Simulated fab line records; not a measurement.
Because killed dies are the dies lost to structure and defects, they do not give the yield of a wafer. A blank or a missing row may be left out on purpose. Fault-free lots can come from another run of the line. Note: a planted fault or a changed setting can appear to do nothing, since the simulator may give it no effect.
Which of the tools did it? || flow n5_finfet || Sampling: 23 lots, 69 wafers, 5 of 1938 route steps

## WHAT THE GAUGES SHOWED, per wafer
N5_BEOL_M6_CD_MEAS_28: target cd 40 nm.
{"lot": "L075", "measured": "day 8 14:04", "on": "cd_sem-01", "cd_nm (nm)": "39.91 40.18 39.90"}
{"lot": "L077", "measured": "day 9 00:09", "on": "cd_sem-02", "cd_nm (nm)": "39.71 39.41 40.23"}
{"lot": "L076", "measured": "day 9 04:41", "on": "cd_sem-01", "cd_nm (nm)": "40.00 40.27 40.34"}
{"lot": "L078", "measured": "day 9 04:44", "on": "cd_sem-03", "cd_nm (nm)": "40.05 40.28 40.25"}
{"lot": "L080", "measured": "day 9 12:26", "on": "cd_sem-02", "cd_nm (nm)": "39.84 40.29 40.25"}
{"lot": "L079", "measured": "day 9 18:35", "on": "cd_sem-01", "cd_nm (nm)": "39.73 40.06 40.16"}
{"lot": "L081", "measured": "day 10 12:56", "on": "cd_sem-03", "cd_nm (nm)": "39.70 40.00 40.44"}
{"lot": "L082", "measured": "day 10 12:59", "on": "cd_sem-02", "cd_nm (nm)": "40.30 40.15 40.37"}
{"lot": "L083", "measured": "day 10 17:57", "on": "cd_sem-01", "cd_nm (nm)": "40.27 39.81 40.00"}
{"lot": "L085", "measured": "day 11 06:34", "on": "cd_sem-02", "cd_nm (nm)": "39.86 39.63 39.75"}
{"lot": "L084", "measured": "day 11 06:31", "on": "cd_sem-01", "cd_nm (nm)": "40.14 39.71 40.73"}
{"lot": "L086", "measured": "day 11 13:55", "on": "cd_sem-02", "cd_nm (nm)": "40.13 40.26 39.78"}
{"lot": "L087", "measured": "day 11 20:02", "on": "cd_sem-01", "cd_nm (nm)": "40.20 39.90 39.77"}
{"lot": "L089", "measured": "day 11 22:54", "on": "cd_sem-02", "cd_nm (nm)": "39.78 39.97 39.98"}
{"lot": "L088", "measured": "day 12 08:02", "on": "cd_sem-02", "cd_nm (nm)": "40.29 39.82 39.94"}
{"lot": "L090", "measured": "day 12 14:21", "on": "cd_sem-01", "cd_nm (nm)": "40.69 40.32 40.12"}
{"lot": "L091", "measured": "day 12 14:29", "on": "cd_sem-02", "cd_nm (nm)": "40.08 39.83 40.32"}
{"lot": "L092", "measured": "day 13 07:59", "on": "cd_sem-03", "cd_nm (nm)": "40.34 40.44 39.81"}
{"lot": "L093", "measured": "day 13 10:17", "on": "cd_sem-03", "cd_nm (nm)": "40.33 40.07 39.97"}
{"lot": "L094", "measured": "day 13 13:43", "on": "cd_sem-02", "cd_nm (nm)": "39.78 40.14 39.83"}
{"lot": "L095", "measured": "day 14 08:42", "on": "cd_sem-03", "cd_nm (nm)": "40.15 40.05 39.63"}
{"lot": "L096", "measured": "day 14 08:52", "on": "cd_sem-03", "cd_nm (nm)": "39.75 39.60 39.77"}
{"lot": "L097", "measured": "day 14 11:23", "on": "cd_sem-03", "cd_nm (nm)": "40.24 40.25 40.00"}

## TOOL THAT RAN EACH LOT (tool first, then ch and the chambers of the sampled wafers, then the start)
{"lot": "L075", "N5_BEOL_M5_SURFACE_TREAT_87": "pvd_sputter-02, day 8 06:14", "N5_BEOL_M5_PRE_CLEAN_77": "cvd_co-02 ch 0,2, day 8 11:45", "N5_BEOL_M6_ETCH_62": "rie_diel-01 ch 1,2,3, day 8 13:16", "N5_BEOL_M6_STRIP_19": "rie_diel-05 ch 2,3, day 8 13:34"}
{"lot": "L077", "N5_BEOL_M5_SURFACE_TREAT_87": "pvd_sputter-02, day 8 15:07", "N5_BEOL_M5_PRE_CLEAN_77": "cvd_co-01 ch 0,1,2, day 8 20:35", "N5_BEOL_M6_ETCH_62": "rie_diel-01 ch 1,2, day 8 22:25", "N5_BEOL_M6_STRIP_19": "rie_diel-05 ch 0,1,2, day 8 22:43"}
{"lot": "L076", "N5_BEOL_M5_SURFACE_TREAT_87": "pvd_sputter-03, day 8 15:16", "N5_BEOL_M5_PRE_CLEAN_77": "cvd_co-01 ch 0,1,2, day 8 22:20", "N5_BEOL_M6_ETCH_62": "rie_diel-05 ch 1,2,3, day 9 01:10", "N5_BEOL_M6_STRIP_19": "rie_diel-04 ch 1,2, day 9 01:34"}
{"lot": "L078", "N5_BEOL_M5_SURFACE_TREAT_87": "pvd_sputter-02, day 8 19:07", "N5_BEOL_M5_PRE_CLEAN_77": "cvd_co-01 ch 1,2, day 9 00:40", "N5_BEOL_M6_ETCH_62": "rie_diel-04 ch 1,3, day 9 03:32", "N5_BEOL_M6_STRIP_19": "rie_diel-01 ch 0,1,3, day 9 03:50"}
{"lot": "L080", "N5_BEOL_M5_SURFACE_TREAT_87": "pvd_sputter-01, day 9 01:56", "N5_BEOL_M5_PRE_CLEAN_77": "cvd_co-01 ch 0,1,2, day 9 07:26", "N5_BEOL_M6_ETCH_62": "rie_diel-04 ch 1,2,3, day 9 10:37", "N5_BEOL_M6_STRIP_19": "rie_diel-04 ch 0,3, day 9 10:58"}
{"lot": "L079", "N5_BEOL_M5_SURFACE_TREAT_87": "pvd_sputter-01, day 9 10:26", "N5_BEOL_M5_PRE_CLEAN_77": "cvd_co-02 ch 1,2, day 9 15:52", "N5_BEOL_M6_ETCH_62": "rie_diel-01 ch 0,1,2, day 9 17:50", "N5_BEOL_M6_STRIP_19": "rie_diel-01 ch 0,1, day 9 18:13"}
{"lot": "L081", "N5_BEOL_M5_SURFACE_TREAT_87": "pvd_sputter-03, day 9 22:41", "N5_BEOL_M5_PRE_CLEAN_77": "cvd_co-01 ch 0,1,2, day 10 04:13", "N5_BEOL_M6_ETCH_62": "rie_diel-04 ch 1,2,3, day 10 06:58", "N5_BEOL_M6_STRIP_19": "rie_diel-01 ch 1,3, day 10 07:22"}
{"lot": "L082", "N5_BEOL_M5_SURFACE_TREAT_87": "pvd_sputter-01, day 10 01:23", "N5_BEOL_M5_PRE_CLEAN_77": "cvd_co-01 ch 0,1, day 10 06:59", "N5_BEOL_M6_ETCH_62": "rie_diel-01 ch 0,1, day 10 10:16", "N5_BEOL_M6_STRIP_19": "rie_diel-05 ch 0,1,3, day 10 10:34"}
{"lot": "L083", "N5_BEOL_M5_SURFACE_TREAT_87": "pvd_sputter-03, day 10 09:07", "N5_BEOL_M5_PRE_CLEAN_77": "cvd_co-02 ch 0,2, day 10 14:36", "N5_BEOL_M6_ETCH_62": "rie_diel-04 ch 2,3, day 10 17:07", "N5_BEOL_M6_STRIP_19": "rie_diel-04 ch 0,2,3, day 10 17:27"}
{"lot": "L085", "N5_BEOL_M5_SURFACE_TREAT_87": "pvd_sputter-01, day 10 18:35", "N5_BEOL_M5_PRE_CLEAN_77": "cvd_co-02 ch 1,2, day 11 00:13", "N5_BEOL_M6_ETCH_62": "rie_diel-05 ch 1,2, day 11 02:53", "N5_BEOL_M6_STRIP_19": "rie_diel-01 ch 0,2, day 11 03:14"}
{"lot": "L084", "N5_BEOL_M5_SURFACE_TREAT_87": "pvd_sputter-03, day 10 18:47", "N5_BEOL_M5_PRE_CLEAN_77": "cvd_co-01 ch 0,1,2, day 11 00:17", "N5_BEOL_M6_ETCH_62": "rie_diel-05 ch 1,3, day 11 03:17", "N5_BEOL_M6_STRIP_19": "rie_diel-04 ch 1,2, day 11 03:35"}
{"lot": "L086", "N5_BEOL_M5_SURFACE_TREAT_87": "pvd_sputter-01, day 11 02:27", "N5_BEOL_M5_PRE_CLEAN_77": "cvd_co-02 ch 0,1, day 11 08:20", "N5_BEOL_M6_ETCH_62": "rie_diel-05 ch 0,1,2, day 11 10:22", "N5_BEOL_M6_STRIP_19": "rie_diel-05 ch 1,2,3, day 11 10:40"}
{"lot": "L087", "N5_BEOL_M5_SURFACE_TREAT_87": "pvd_sputter-01, day 11 09:59", "N5_BEOL_M5_PRE_CLEAN_77": "cvd_co-02 ch 0,1,2, day 11 15:25", "N5_BEOL_M6_ETCH_62": "rie_diel-01 ch 0,2, day 11 17:48", "N5_BEOL_M6_STRIP_19": "rie_diel-01 ch 0,1, day 11 18:05"}
{"lot": "L089", "N5_BEOL_M5_SURFACE_TREAT_87": "pvd_sputter-01, day 11 10:19", "N5_BEOL_M5_PRE_CLEAN_77": "cvd_co-01 ch 0,1, day 11 19:20", "N5_BEOL_M6_ETCH_62": "rie_diel-05 ch 0,2,3, day 11 22:06", "N5_BEOL_M6_STRIP_19": "rie_diel-01 ch 0,3, day 11 22:30"}
{"lot": "L088", "N5_BEOL_M5_SURFACE_TREAT_87": "pvd_sputter-01, day 11 22:22", "N5_BEOL_M5_PRE_CLEAN_77": "cvd_co-01 ch 0,2, day 12 04:03", "N5_BEOL_M6_ETCH_62": "rie_diel-05 ch 2,3, day 12 06:22", "N5_BEOL_M6_STRIP_19": "rie_diel-05 ch 0,3, day 12 06:40"}
{"lot": "L090", "N5_BEOL_M5_SURFACE_TREAT_87": "pvd_sputter-01, day 12 02:49", "N5_BEOL_M5_PRE_CLEAN_77": "cvd_co-01 ch 0,1, day 12 08:26", "N5_BEOL_M6_ETCH_62": "rie_diel-05 ch 0,1,2, day 12 12:13", "N5_BEOL_M6_STRIP_19": "rie_diel-04 ch 1,2, day 12 12:31"}
{"lot": "L091", "N5_BEOL_M5_SURFACE_TREAT_87": "pvd_sputter-02, day 12 06:19", "N5_BEOL_M5_PRE_CLEAN_77": "cvd_co-02 ch 0,1,2, day 12 11:46", "N5_BEOL_M6_ETCH_62": "rie_diel-05 ch 0,1,3, day 12 13:39", "N5_BEOL_M6_STRIP_19": "rie_diel-04 ch 1,2,3, day 12 14:04"}
{"lot": "L092", "N5_BEOL_M5_SURFACE_TREAT_87": "pvd_sputter-03, day 12 21:17", "N5_BEOL_M5_PRE_CLEAN_77": "cvd_co-01 ch 0,1,2, day 13 02:43", "N5_BEOL_M6_ETCH_62": "rie_diel-04 ch 0,2, day 13 06:07", "N5_BEOL_M6_STRIP_19": "rie_diel-01 ch 1,2,3, day 13 06:35"}
{"lot": "L093", "N5_BEOL_M5_SURFACE_TREAT_87": "pvd_sputter-02, day 13 01:02", "N5_BEOL_M5_PRE_CLEAN_77": "cvd_co-02 ch 0,1,2, day 13 06:41", "N5_BEOL_M6_ETCH_62": "rie_diel-05 ch 0,1,3, day 13 09:29", "N5_BEOL_M6_STRIP_19": "rie_diel-05 ch 0,1, day 13 09:47"}
{"lot": "L094", "N5_BEOL_M5_SURFACE_TREAT_87": "pvd_sputter-01, day 13 05:34", "N5_BEOL_M5_PRE_CLEAN_77": "cvd_co-01 ch 0,1,2, day 13 11:04", "N5_BEOL_M6_ETCH_62": "rie_diel-01 ch 0,2,3, day 13 12:55", "N5_BEOL_M6_STRIP_19": "rie_diel-05 ch 0,3, day 13 13:13"}
{"lot": "L095", "N5_BEOL_M5_SURFACE_TREAT_87": "pvd_sputter-01, day 13 20:02", "N5_BEOL_M5_PRE_CLEAN_77": "cvd_co-01 ch 0,1, day 14 02:10", "N5_BEOL_M6_ETCH_62": "rie_diel-04 ch 0,2, day 14 04:21", "N5_BEOL_M6_STRIP_19": "rie_diel-05 ch 0,1, day 14 04:39"}
{"lot": "L096", "N5_BEOL_M5_SURFACE_TREAT_87": "pvd_sputter-01, day 13 20:31", "N5_BEOL_M5_PRE_CLEAN_77": "cvd_co-02 ch 1,2, day 14 02:37", "N5_BEOL_M6_ETCH_62": "rie_diel-04 ch 0,1,2, day 14 04:52", "N5_BEOL_M6_STRIP_19": "rie_diel-04 ch 0,2, day 14 05:10"}
{"lot": "L097", "N5_BEOL_M5_SURFACE_TREAT_87": "pvd_sputter-03, day 13 23:34", "N5_BEOL_M5_PRE_CLEAN_77": "cvd_co-02 ch 0,1,2, day 14 05:44", "N5_BEOL_M6_ETCH_62": "rie_diel-05 ch 0,3, day 14 10:17", "N5_BEOL_M6_STRIP_19": "rie_diel-05 ch 0,3, day 14 10:40"}
- N5_BEOL_M5_SURFACE_TREAT_87
- N5_BEOL_M5_PRE_CLEAN_77: time 15 s.
- N5_BEOL_M6_ETCH_62: etches SOC in N2/H2, target depth 110 nm, overetch 22 nm, time 165 s.
- N5_BEOL_M6_STRIP_19: strips in O2.

## WHAT THE TOOLS THEMSELVES READ (means of the sampled wafers that have a number; where no wafer has one, the mark that the record gives instead)
N5_BEOL_M5_PRE_CLEAN_77.
{"lot": "L075", "tool": "cvd_co-02", "heater_power_w (W)": 71}
{"lot": "L077", "tool": "cvd_co-01", "heater_power_w (W)": 73}
{"lot": "L076", "tool": "cvd_co-01", "heater_power_w (W)": 72}
{"lot": "L078", "tool": "cvd_co-01", "heater_power_w (W)": 75}
{"lot": "L080", "tool": "cvd_co-01", "heater_power_w (W)": 72}
{"lot": "L079", "tool": "cvd_co-02", "heater_power_w (W)": 77}
{"lot": "L081", "tool": "cvd_co-01", "heater_power_w (W)": 73}
{"lot": "L082", "tool": "cvd_co-01", "heater_power_w (W)": 80}
{"lot": "L083", "tool": "cvd_co-02", "heater_power_w (W)": 71}
{"lot": "L085", "tool": "cvd_co-02", "heater_power_w (W)": 77}
{"lot": "L084", "tool": "cvd_co-01", "heater_power_w (W)": 74}
{"lot": "L086", "tool": "cvd_co-02", "heater_power_w (W)": 83}
{"lot": "L087", "tool": "cvd_co-02", "heater_power_w (W)": 80}
{"lot": "L089", "tool": "cvd_co-01", "heater_power_w (W)": 78}
{"lot": "L088", "tool": "cvd_co-01", "heater_power_w (W)": 68}
{"lot": "L090", "tool": "cvd_co-01", "heater_power_w (W)": 78}
{"lot": "L091", "tool": "cvd_co-02", "heater_power_w (W)": 80}
{"lot": "L092", "tool": "cvd_co-01", "heater_power_w (W)": 73}
{"lot": "L093", "tool": "cvd_co-02", "heater_power_w (W)": 81}
{"lot": "L094", "tool": "cvd_co-01", "heater_power_w (W)": 74}
{"lot": "L095", "tool": "cvd_co-01", "heater_power_w (W)": 79}
{"lot": "L096", "tool": "cvd_co-02", "heater_power_w (W)": 79}
{"lot": "L097", "tool": "cvd_co-02", "heater_power_w (W)": 81}

N5_BEOL_M6_ETCH_62.
{"lot": "L075", "tool": "rie_diel-01", "chamber_pressure_mTorr (mTorr)": 30.020, "drypump_motor_current_A (A)": 5.3, "oes_product_au (a.u.)": 0.59, "rf_vpp_V (V)": 523.8, "showerhead_plenum_p_Torr (Torr)": 2.55, "temp_c (C)": 39.92, "throttle_valve_pct (%)": 17.90}
{"lot": "L077", "tool": "rie_diel-01", "chamber_pressure_mTorr (mTorr)": 30.010, "drypump_motor_current_A (A)": 5.8, "oes_product_au (a.u.)": 0.59, "rf_vpp_V (V)": 523.9, "showerhead_plenum_p_Torr (Torr)": 2.55, "temp_c (C)": 39.81, "throttle_valve_pct (%)": 18.00}
{"lot": "L076", "tool": "rie_diel-05", "chamber_pressure_mTorr (mTorr)": 30.006, "drypump_motor_current_A (A)": 5.5, "oes_product_au (a.u.)": 0.65, "rf_vpp_V (V)": 521.4, "showerhead_plenum_p_Torr (Torr)": 2.48, "temp_c (C)": 40.09, "throttle_valve_pct (%)": 17.74}
{"lot": "L078", "tool": "rie_diel-04", "chamber_pressure_mTorr (mTorr)": 29.993, "drypump_motor_current_A (A)": 5.2, "oes_product_au (a.u.)": 0.73, "rf_vpp_V (V)": 527.8, "showerhead_plenum_p_Torr (Torr)": 2.68, "temp_c (C)": 40.03, "throttle_valve_pct (%)": 17.77}
{"lot": "L080", "tool": "rie_diel-04", "chamber_pressure_mTorr (mTorr)": 30.005, "drypump_motor_current_A (A)": 5.2, "oes_product_au (a.u.)": 0.66, "rf_vpp_V (V)": 523.9, "showerhead_plenum_p_Torr (Torr)": 2.59, "temp_c (C)": 39.92, "throttle_valve_pct (%)": 17.83}
{"lot": "L079", "tool": "rie_diel-01", "chamber_pressure_mTorr (mTorr)": 30.005, "drypump_motor_current_A (A)": 5.3, "oes_product_au (a.u.)": 0.65, "rf_vpp_V (V)": 523.5, "showerhead_plenum_p_Torr (Torr)": 2.53, "temp_c (C)": 40.04, "throttle_valve_pct (%)": 17.83}
{"lot": "L081", "tool": "rie_diel-04", "chamber_pressure_mTorr (mTorr)": 30.000, "drypump_motor_current_A (A)": 5.2, "oes_product_au (a.u.)": 0.65, "rf_vpp_V (V)": 525.2, "showerhead_plenum_p_Torr (Torr)": 2.58, "temp_c (C)": 40.06, "throttle_valve_pct (%)": 17.85}
{"lot": "L082", "tool": "rie_diel-01", "chamber_pressure_mTorr (mTorr)": 30.018, "drypump_motor_current_A (A)": 4.8, "oes_product_au (a.u.)": 0.65, "rf_vpp_V (V)": 524.9, "showerhead_plenum_p_Torr (Torr)": 2.56, "temp_c (C)": 39.98, "throttle_valve_pct (%)": 17.81}
{"lot": "L083", "tool": "rie_diel-04", "chamber_pressure_mTorr (mTorr)": 29.989, "drypump_motor_current_A (A)": 5.2, "oes_product_au (a.u.)": 0.59, "rf_vpp_V (V)": 522.9, "showerhead_plenum_p_Torr (Torr)": 2.49, "temp_c (C)": 40.08, "throttle_valve_pct (%)": 17.89}
{"lot": "L085", "tool": "rie_diel-05", "chamber_pressure_mTorr (mTorr)": 30.003, "drypump_motor_current_A (A)": 6.0, "oes_product_au (a.u.)": 0.64, "rf_vpp_V (V)": 522.1, "showerhead_plenum_p_Torr (Torr)": 2.48, "temp_c (C)": 39.97, "throttle_valve_pct (%)": 17.82}
{"lot": "L084", "tool": "rie_diel-05", "chamber_pressure_mTorr (mTorr)": 29.973, "drypump_motor_current_A (A)": 5.4, "oes_product_au (a.u.)": 0.61, "rf_vpp_V (V)": 520.4, "showerhead_plenum_p_Torr (Torr)": 2.43, "temp_c (C)": 40.08, "throttle_valve_pct (%)": 17.98}
{"lot": "L086", "tool": "rie_diel-05", "chamber_pressure_mTorr (mTorr)": 30.012, "drypump_motor_current_A (A)": 5.9, "oes_product_au (a.u.)": 0.68, "rf_vpp_V (V)": 522.7, "showerhead_plenum_p_Torr (Torr)": 2.50, "temp_c (C)": 40.01, "throttle_valve_pct (%)": 17.64}
{"lot": "L087", "tool": "rie_diel-01", "chamber_pressure_mTorr (mTorr)": 30.018, "drypump_motor_current_A (A)": 5.4, "oes_product_au (a.u.)": 0.76, "rf_vpp_V (V)": 522.3, "showerhead_plenum_p_Torr (Torr)": 2.47, "temp_c (C)": 40.02, "throttle_valve_pct (%)": 17.57}
{"lot": "L089", "tool": "rie_diel-05", "chamber_pressure_mTorr (mTorr)": 30.000, "drypump_motor_current_A (A)": 5.3, "oes_product_au (a.u.)": 0.67, "rf_vpp_V (V)": 521.7, "showerhead_plenum_p_Torr (Torr)": 2.49, "temp_c (C)": 40.03, "throttle_valve_pct (%)": 17.59}
{"lot": "L088", "tool": "rie_diel-05", "chamber_pressure_mTorr (mTorr)": 29.995, "drypump_motor_current_A (A)": 5.1, "oes_product_au (a.u.)": 0.65, "rf_vpp_V (V)": 523.7, "showerhead_plenum_p_Torr (Torr)": 2.50, "temp_c (C)": 39.98, "throttle_valve_pct (%)": 17.55}
{"lot": "L090", "tool": "rie_diel-05", "chamber_pressure_mTorr (mTorr)": 29.991, "drypump_motor_current_A (A)": 5.9, "oes_product_au (a.u.)": 0.67, "rf_vpp_V (V)": 521.4, "showerhead_plenum_p_Torr (Torr)": 2.49, "temp_c (C)": 39.95, "throttle_valve_pct (%)": 17.64}
{"lot": "L091", "tool": "rie_diel-05", "chamber_pressure_mTorr (mTorr)": 30.009, "drypump_motor_current_A (A)": 5.7, "oes_product_au (a.u.)": 0.65, "rf_vpp_V (V)": 521.1, "showerhead_plenum_p_Torr (Torr)": 2.45, "temp_c (C)": 39.91, "throttle_valve_pct (%)": 17.85}
{"lot": "L092", "tool": "rie_diel-04", "chamber_pressure_mTorr (mTorr)": 30.002, "drypump_motor_current_A (A)": 5.4, "oes_product_au (a.u.)": 0.70, "rf_vpp_V (V)": 521.9, "showerhead_plenum_p_Torr (Torr)": 2.47, "temp_c (C)": 40.04, "throttle_valve_pct (%)": 17.92}
{"lot": "L093", "tool": "rie_diel-05", "chamber_pressure_mTorr (mTorr)": 29.984, "drypump_motor_current_A (A)": 5.7, "oes_product_au (a.u.)": 0.65, "rf_vpp_V (V)": 521.2, "showerhead_plenum_p_Torr (Torr)": 2.45, "temp_c (C)": 40.00, "throttle_valve_pct (%)": 17.85}
{"lot": "L094", "tool": "rie_diel-01", "chamber_pressure_mTorr (mTorr)": 29.991, "drypump_motor_current_A (A)": 5.4, "oes_product_au (a.u.)": 0.74, "rf_vpp_V (V)": 522.2, "showerhead_plenum_p_Torr (Torr)": 2.48, "temp_c (C)": 40.03, "throttle_valve_pct (%)": 17.57}
{"lot": "L095", "tool": "rie_diel-04", "chamber_pressure_mTorr (mTorr)": 30.007, "drypump_motor_current_A (A)": 5.4, "oes_product_au (a.u.)": 0.69, "rf_vpp_V (V)": 521.6, "showerhead_plenum_p_Torr (Torr)": 2.46, "temp_c (C)": 39.96, "throttle_valve_pct (%)": 17.93}
{"lot": "L096", "tool": "rie_diel-04", "chamber_pressure_mTorr (mTorr)": 30.005, "drypump_motor_current_A (A)": 5.4, "oes_product_au (a.u.)": 0.68, "rf_vpp_V (V)": 523.2, "showerhead_plenum_p_Torr (Torr)": 2.53, "temp_c (C)": 40.12, "throttle_valve_pct (%)": 17.84}
{"lot": "L097", "tool": "rie_diel-05", "chamber_pressure_mTorr (mTorr)": 30.010, "drypump_motor_current_A (A)": 5.6, "oes_product_au (a.u.)": 0.67, "rf_vpp_V (V)": 521.4, "showerhead_plenum_p_Torr (Torr)": 2.46, "temp_c (C)": 39.95, "throttle_valve_pct (%)": 17.69}

N5_BEOL_M6_STRIP_19.
{"lot": "L075", "tool": "rie_diel-05", "chamber_pressure_mTorr (mTorr)": 30.03, "drypump_motor_current_A (A)": 5.1, "oes_product_au (a.u.)": 0.79, "rf_vpp_V (V)": 4.0, "showerhead_plenum_p_Torr (Torr)": 2.10, "temp_c (C)": 39.99, "throttle_valve_pct (%)": 16.50}
{"lot": "L077", "tool": "rie_diel-05", "chamber_pressure_mTorr (mTorr)": 30.03, "drypump_motor_current_A (A)": 5.8, "oes_product_au (a.u.)": 0.83, "rf_vpp_V (V)": 3.7, "showerhead_plenum_p_Torr (Torr)": 2.06, "temp_c (C)": 39.98, "throttle_valve_pct (%)": 16.40}
{"lot": "L076", "tool": "rie_diel-04", "chamber_pressure_mTorr (mTorr)": 30.00, "drypump_motor_current_A (A)": 5.3, "oes_product_au (a.u.)": 0.87, "rf_vpp_V (V)": 3.9, "showerhead_plenum_p_Torr (Torr)": 2.18, "temp_c (C)": 39.82, "throttle_valve_pct (%)": 16.53}
{"lot": "L078", "tool": "rie_diel-01", "chamber_pressure_mTorr (mTorr)": 30.00, "drypump_motor_current_A (A)": 4.8, "oes_product_au (a.u.)": 0.76, "rf_vpp_V (V)": 4.2, "showerhead_plenum_p_Torr (Torr)": 2.10, "temp_c (C)": 39.96, "throttle_valve_pct (%)": 16.63}
{"lot": "L080", "tool": "rie_diel-04", "chamber_pressure_mTorr (mTorr)": 30.03, "drypump_motor_current_A (A)": 5.3, "oes_product_au (a.u.)": 0.90, "rf_vpp_V (V)": 3.5, "showerhead_plenum_p_Torr (Torr)": 2.07, "temp_c (C)": 40.07, "throttle_valve_pct (%)": 16.63}
{"lot": "L079", "tool": "rie_diel-01", "chamber_pressure_mTorr (mTorr)": 30.01, "drypump_motor_current_A (A)": 4.8, "oes_product_au (a.u.)": 0.85, "rf_vpp_V (V)": 3.7, "showerhead_plenum_p_Torr (Torr)": 2.09, "temp_c (C)": 40.06, "throttle_valve_pct (%)": 16.57}
{"lot": "L081", "tool": "rie_diel-01", "chamber_pressure_mTorr (mTorr)": 29.98, "drypump_motor_current_A (A)": 4.8, "oes_product_au (a.u.)": 0.80, "rf_vpp_V (V)": 3.2, "showerhead_plenum_p_Torr (Torr)": 2.12, "temp_c (C)": 39.99, "throttle_valve_pct (%)": 16.64}
{"lot": "L082", "tool": "rie_diel-05", "chamber_pressure_mTorr (mTorr)": 29.98, "drypump_motor_current_A (A)": 5.8, "oes_product_au (a.u.)": 0.78, "rf_vpp_V (V)": 3.9, "showerhead_plenum_p_Torr (Torr)": 2.02, "temp_c (C)": 39.99, "throttle_valve_pct (%)": 16.59}
{"lot": "L083", "tool": "rie_diel-04", "chamber_pressure_mTorr (mTorr)": 30.00, "drypump_motor_current_A (A)": 5.2, "oes_product_au (a.u.)": 0.77, "rf_vpp_V (V)": 3.8, "showerhead_plenum_p_Torr (Torr)": 2.07, "temp_c (C)": 39.89, "throttle_valve_pct (%)": 16.71}
{"lot": "L085", "tool": "rie_diel-01", "chamber_pressure_mTorr (mTorr)": 29.98, "drypump_motor_current_A (A)": 5.4, "oes_product_au (a.u.)": 0.91, "rf_vpp_V (V)": 3.6, "showerhead_plenum_p_Torr (Torr)": 2.04, "temp_c (C)": 40.00, "throttle_valve_pct (%)": 16.45}
{"lot": "L084", "tool": "rie_diel-04", "chamber_pressure_mTorr (mTorr)": 30.00, "drypump_motor_current_A (A)": 5.3, "oes_product_au (a.u.)": 0.76, "rf_vpp_V (V)": 4.1, "showerhead_plenum_p_Torr (Torr)": 2.10, "temp_c (C)": 39.95, "throttle_valve_pct (%)": 16.63}
{"lot": "L086", "tool": "rie_diel-05", "chamber_pressure_mTorr (mTorr)": 29.97, "drypump_motor_current_A (A)": 5.5, "oes_product_au (a.u.)": 0.75, "rf_vpp_V (V)": 3.4, "showerhead_plenum_p_Torr (Torr)": 2.04, "temp_c (C)": 39.91, "throttle_valve_pct (%)": 16.68}
{"lot": "L087", "tool": "rie_diel-01", "chamber_pressure_mTorr (mTorr)": 30.02, "drypump_motor_current_A (A)": 4.8, "oes_product_au (a.u.)": 0.82, "rf_vpp_V (V)": 4.1, "showerhead_plenum_p_Torr (Torr)": 2.08, "temp_c (C)": 40.00, "throttle_valve_pct (%)": 16.60}
{"lot": "L089", "tool": "rie_diel-01", "chamber_pressure_mTorr (mTorr)": 30.00, "drypump_motor_current_A (A)": 4.9, "oes_product_au (a.u.)": 0.89, "rf_vpp_V (V)": 3.7, "showerhead_plenum_p_Torr (Torr)": 2.05, "temp_c (C)": 40.05, "throttle_valve_pct (%)": 16.44}
{"lot": "L088", "tool": "rie_diel-05", "chamber_pressure_mTorr (mTorr)": 30.01, "drypump_motor_current_A (A)": 5.6, "oes_product_au (a.u.)": 0.81, "rf_vpp_V (V)": 3.5, "showerhead_plenum_p_Torr (Torr)": 2.02, "temp_c (C)": 39.96, "throttle_valve_pct (%)": 16.46}
{"lot": "L090", "tool": "rie_diel-04", "chamber_pressure_mTorr (mTorr)": 30.01, "drypump_motor_current_A (A)": 5.3, "oes_product_au (a.u.)": 0.75, "rf_vpp_V (V)": 3.2, "showerhead_plenum_p_Torr (Torr)": 2.09, "temp_c (C)": 39.98, "throttle_valve_pct (%)": 16.67}
{"lot": "L091", "tool": "rie_diel-04", "chamber_pressure_mTorr (mTorr)": 29.97, "drypump_motor_current_A (A)": 5.2, "oes_product_au (a.u.)": 0.74, "rf_vpp_V (V)": 3.9, "showerhead_plenum_p_Torr (Torr)": 2.13, "temp_c (C)": 39.93, "throttle_valve_pct (%)": 16.73}
{"lot": "L092", "tool": "rie_diel-01", "chamber_pressure_mTorr (mTorr)": 30.01, "drypump_motor_current_A (A)": 5.3, "oes_product_au (a.u.)": 0.84, "rf_vpp_V (V)": 3.1, "showerhead_plenum_p_Torr (Torr)": 2.08, "temp_c (C)": 39.96, "throttle_valve_pct (%)": 16.54}
{"lot": "L093", "tool": "rie_diel-05", "chamber_pressure_mTorr (mTorr)": 29.99, "drypump_motor_current_A (A)": 6.2, "oes_product_au (a.u.)": 0.75, "rf_vpp_V (V)": 3.3, "showerhead_plenum_p_Torr (Torr)": 2.00, "temp_c (C)": 39.94, "throttle_valve_pct (%)": 16.58}
{"lot": "L094", "tool": "rie_diel-05", "chamber_pressure_mTorr (mTorr)": 30.00, "drypump_motor_current_A (A)": 5.6, "oes_product_au (a.u.)": 0.80, "rf_vpp_V (V)": 4.1, "showerhead_plenum_p_Torr (Torr)": 2.02, "temp_c (C)": 40.14, "throttle_valve_pct (%)": 16.47}
{"lot": "L095", "tool": "rie_diel-05", "chamber_pressure_mTorr (mTorr)": 30.02, "drypump_motor_current_A (A)": 6.1, "oes_product_au (a.u.)": 0.80, "rf_vpp_V (V)": 3.4, "showerhead_plenum_p_Torr (Torr)": 2.02, "temp_c (C)": 39.94, "throttle_valve_pct (%)": 16.43}
{"lot": "L096", "tool": "rie_diel-04", "chamber_pressure_mTorr (mTorr)": 30.06, "drypump_motor_current_A (A)": 5.4, "oes_product_au (a.u.)": 0.74, "rf_vpp_V (V)": 4.1, "showerhead_plenum_p_Torr (Torr)": 2.01, "temp_c (C)": 40.08, "throttle_valve_pct (%)": 16.71}
{"lot": "L097", "tool": "rie_diel-05", "chamber_pressure_mTorr (mTorr)": 30.00, "drypump_motor_current_A (A)": 5.2, "oes_product_au (a.u.)": 0.74, "rf_vpp_V (V)": 2.9, "showerhead_plenum_p_Torr (Torr)": 2.01, "temp_c (C)": 39.95, "throttle_valve_pct (%)": 16.73}

## THE ANSWER, worked out from the rows above alone
Rule: the usual values come from the lots themselves. Put in order of their means at a reading, lots are off if they are a third of the lots or fewer, leave a main group of 4 or more, and stand apart from it by a gap of 3 or more times the standard deviation of the main group's means; of several such gaps the widest counts. A main group whose means are all the same, to the digits that the tables above print for the reading, isn't used. Also off: a lot with no number at a reading for which 4 or more lots have one. All remaining lots with rows at the step are treated as sound. The gauges are gone through in route order, then the tools' own readings, and for those a lot's mean is taken as printed above. At the first step where some lot is off, the reading lying furthest off is the one used; lots without a number count as furthest.
Across all readings shown, no lot is off: no conclusion can be drawn from this.

## WHAT HAD BEEN PUT IN BY THE SIMULATOR
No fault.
